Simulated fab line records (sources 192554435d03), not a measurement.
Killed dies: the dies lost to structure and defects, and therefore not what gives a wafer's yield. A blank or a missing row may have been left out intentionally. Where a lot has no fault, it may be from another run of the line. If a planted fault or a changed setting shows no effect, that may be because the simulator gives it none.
Chamber matching / flow n5_finfet / 3 sister chambers for N5_BEOL_M0_SAQP_PECVD_03 on pecvd-04
The step deposits SiCN from 3MS/NH3, target thk 12 nm, time 21.1 s. 18 wafers are shown with their chamber, then 9 later ones without.

## WAFERS PAIRED WITH THEIR CHAMBERS
wafer=L076.3; chamber=2; showerhead_plenum_p_Torr (Torr)=3.701; throttle_valve_pct (%)=8.6
wafer=L076.4; chamber=2; showerhead_plenum_p_Torr (Torr)=3.696; throttle_valve_pct (%)=8.8
wafer=L076.5; chamber=0; showerhead_plenum_p_Torr (Torr)=3.683; throttle_valve_pct (%)=9.2
wafer=L081.2; chamber=0; showerhead_plenum_p_Torr (Torr)=3.678; throttle_valve_pct (%)=8.7
wafer=L081.3; chamber=2; showerhead_plenum_p_Torr (Torr)=3.710; throttle_valve_pct (%)=8.4
wafer=L081.5; chamber=1; showerhead_plenum_p_Torr (Torr)=3.668; throttle_valve_pct (%)=9.0
wafer=L088.3; chamber=2; showerhead_plenum_p_Torr (Torr)=3.710; throttle_valve_pct (%)=8.6
wafer=L088.4; chamber=1; showerhead_plenum_p_Torr (Torr)=3.668; throttle_valve_pct (%)=8.8
wafer=L088.5; chamber=2; showerhead_plenum_p_Torr (Torr)=3.694; throttle_valve_pct (%)=8.8
wafer=L090.1; chamber=1; showerhead_plenum_p_Torr (Torr)=3.673; throttle_valve_pct (%)=9.0
wafer=L090.2; chamber=2; showerhead_plenum_p_Torr (Torr)=3.697; throttle_valve_pct (%)=8.9
wafer=L090.3; chamber=0; showerhead_plenum_p_Torr (Torr)=3.677; throttle_valve_pct (%)=9.1
wafer=L091.1; chamber=2; showerhead_plenum_p_Torr (Torr)=3.710; throttle_valve_pct (%)=8.8
wafer=L091.5; chamber=0; showerhead_plenum_p_Torr (Torr)=3.679; throttle_valve_pct (%)=9.0
wafer=L091.6; chamber=1; showerhead_plenum_p_Torr (Torr)=3.660; throttle_valve_pct (%)=8.9
wafer=L092.1; chamber=0; showerhead_plenum_p_Torr (Torr)=3.672; throttle_valve_pct (%)=9.0
wafer=L092.3; chamber=2; showerhead_plenum_p_Torr (Torr)=3.697; throttle_valve_pct (%)=9.1
wafer=L092.4; chamber=2; showerhead_plenum_p_Torr (Torr)=3.701; throttle_valve_pct (%)=8.8

SIGNATURES, as means of the wafers listed above
reading=showerhead_plenum_p_Torr; chamber 0=3.67780; chamber 1=3.66725; chamber 2=3.70178; scatter within a chamber=0.00573
reading=throttle_valve_pct; chamber 0=9.000; chamber 1=8.925; chamber 2=8.756; scatter within a chamber=0.181
Rule: for a wafer and a chamber, the distance is found by dividing, reading by reading, the gap between the wafer's reading and the chamber's mean by the reading's scatter, squaring, summing and taking the root. If the next closest chamber is less than 2 further off than the closest, the wafer can't be placed; otherwise it belongs to the closest. How the scatter is found: for the shown wafers, subtract from each reading the mean of its chamber, square and add these, divide the total by (wafers less chambers), then take the root.

## WAFERS WITHOUT THEIR CHAMBER
wafer=L093.2; showerhead_plenum_p_Torr (Torr)=3.700; throttle_valve_pct (%)=8.8
wafer=L093.4; showerhead_plenum_p_Torr (Torr)=3.671; throttle_valve_pct (%)=8.9
wafer=L093.6; showerhead_plenum_p_Torr (Torr)=3.683; throttle_valve_pct (%)=9.1
wafer=L094.2; showerhead_plenum_p_Torr (Torr)=3.675; throttle_valve_pct (%)=9.3
wafer=L094.3; showerhead_plenum_p_Torr (Torr)=3.681; throttle_valve_pct (%)=9.0
wafer=L094.5; showerhead_plenum_p_Torr (Torr)=3.672; throttle_valve_pct (%)=8.9
wafer=L096.1; showerhead_plenum_p_Torr (Torr)=3.680; throttle_valve_pct (%)=9.1
wafer=L096.4; showerhead_plenum_p_Torr (Torr)=3.684; throttle_valve_pct (%)=9.1
wafer=L096.6; showerhead_plenum_p_Torr (Torr)=3.671; throttle_valve_pct (%)=8.7

## CHAMBER TAKEN BY EACH
wafer=L093.2; from the rows above=2; in truth=2
wafer=L093.4; from the rows above=can't be placed: 1 or 0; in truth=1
wafer=L093.6; from the rows above=can't be placed: 0 or 1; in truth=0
wafer=L094.2; from the rows above=can't be placed: 0 or 1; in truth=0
wafer=L094.3; from the rows above=can't be placed: 0 or 1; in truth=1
wafer=L094.5; from the rows above=can't be placed: 1 or 0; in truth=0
wafer=L096.1; from the rows above=can't be placed: 0 or 1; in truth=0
wafer=L096.4; from the rows above=can't be placed: 0 or 1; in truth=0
wafer=L096.6; from the rows above=can't be placed: 1 or 0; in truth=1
1 of 9 placed correctly. From these rows, 8 cannot be placed; in 8 the true chamber is one of the candidates. 0 placed wrongly.
